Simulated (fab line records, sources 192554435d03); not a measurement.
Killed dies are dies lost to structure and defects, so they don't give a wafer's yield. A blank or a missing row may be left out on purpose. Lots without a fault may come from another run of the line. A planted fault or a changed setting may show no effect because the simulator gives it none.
Which tool did it? | flow n5_finfet | 6 lots, 18 wafers sampled, at 4 steps of a route of 1938

WHAT THE GAUGES READ, wafer by wafer
N5_BEOL_M11_INSPECT_13: inspects for defects (brightfield).
lot  | measured     | on                | raw_defect_count
L247 | day 10 19:44 | defect_inspect-01 | 455 643 511
L250 | day 12 02:46 | defect_inspect-02 | 463 426 428
L253 | day 12 15:01 | defect_inspect-01 | 294 593 312
L259 | day 13 21:35 | defect_inspect-01 | 370 339 251
L264 | day 15 22:17 | defect_inspect-02 | 461 513 461
L265 | day 16 03:28 | defect_inspect-02 | 413 348 448

WHICH TOOL RAN EACH LOT (tool, then ch and the chambers of the sampled wafers, then the start)
lot  | N5_BEOL_M10_DEGAS_44         | N5_BEOL_M10_ANNEAL_51            | N5_BEOL_M11_EXPOSE_08
L247 | pvd_sputter-01, day 10 14:56 | rtp_anneal-01 ch 0, day 10 16:19 | arfi_scanner-02 ch 0, day 10 19:34
L250 | pvd_sputter-02, day 11 21:32 | rtp_anneal-02 ch 0, day 11 22:46 | arfi_scanner-01 ch 0, day 12 02:35
L253 | pvd_sputter-01, day 12 09:06 | rtp_anneal-02 ch 0, day 12 10:44 | arfi_scanner-02 ch 0, day 12 14:50
L259 | pvd_sputter-03, day 13 16:29 | rtp_anneal-02 ch 0, day 13 17:42 | arfi_scanner-02 ch 0, day 13 21:24
L264 | pvd_sputter-02, day 15 18:23 | rtp_anneal-02 ch 0, day 15 19:12 | arfi_scanner-03 ch 0, day 15 22:06
L265 | pvd_sputter-02, day 15 21:55 | rtp_anneal-01 ch 0, day 15 22:59 | arfi_scanner-03 ch 0, day 16 03:18
- N5_BEOL_M10_DEGAS_44: time 60 s.
- N5_BEOL_M10_ANNEAL_51: time 90 s.
- N5_BEOL_M11_EXPOSE_08: exposes mask M11.

THE ANSWER, worked out from the rows above alone
Rule: what is usual is taken from the lots themselves. Put in order of their means at a reading, lots are off if they are a third of the lots or fewer, leave a main group of 4 or more, and stand apart from it by a gap of 3 or more times the standard deviation of the main group's means; of several such gaps the widest counts. A main group whose means are all the same, to the digits that the tables above print for the reading, isn't used. A lot without any number at a reading at which 4 lots or more have one is off too. The other lots that the step has rows for count as sound.
No lot is off at any reading shown: from this, nothing can be told.

WHAT THE SIMULATOR HAD PUT IN
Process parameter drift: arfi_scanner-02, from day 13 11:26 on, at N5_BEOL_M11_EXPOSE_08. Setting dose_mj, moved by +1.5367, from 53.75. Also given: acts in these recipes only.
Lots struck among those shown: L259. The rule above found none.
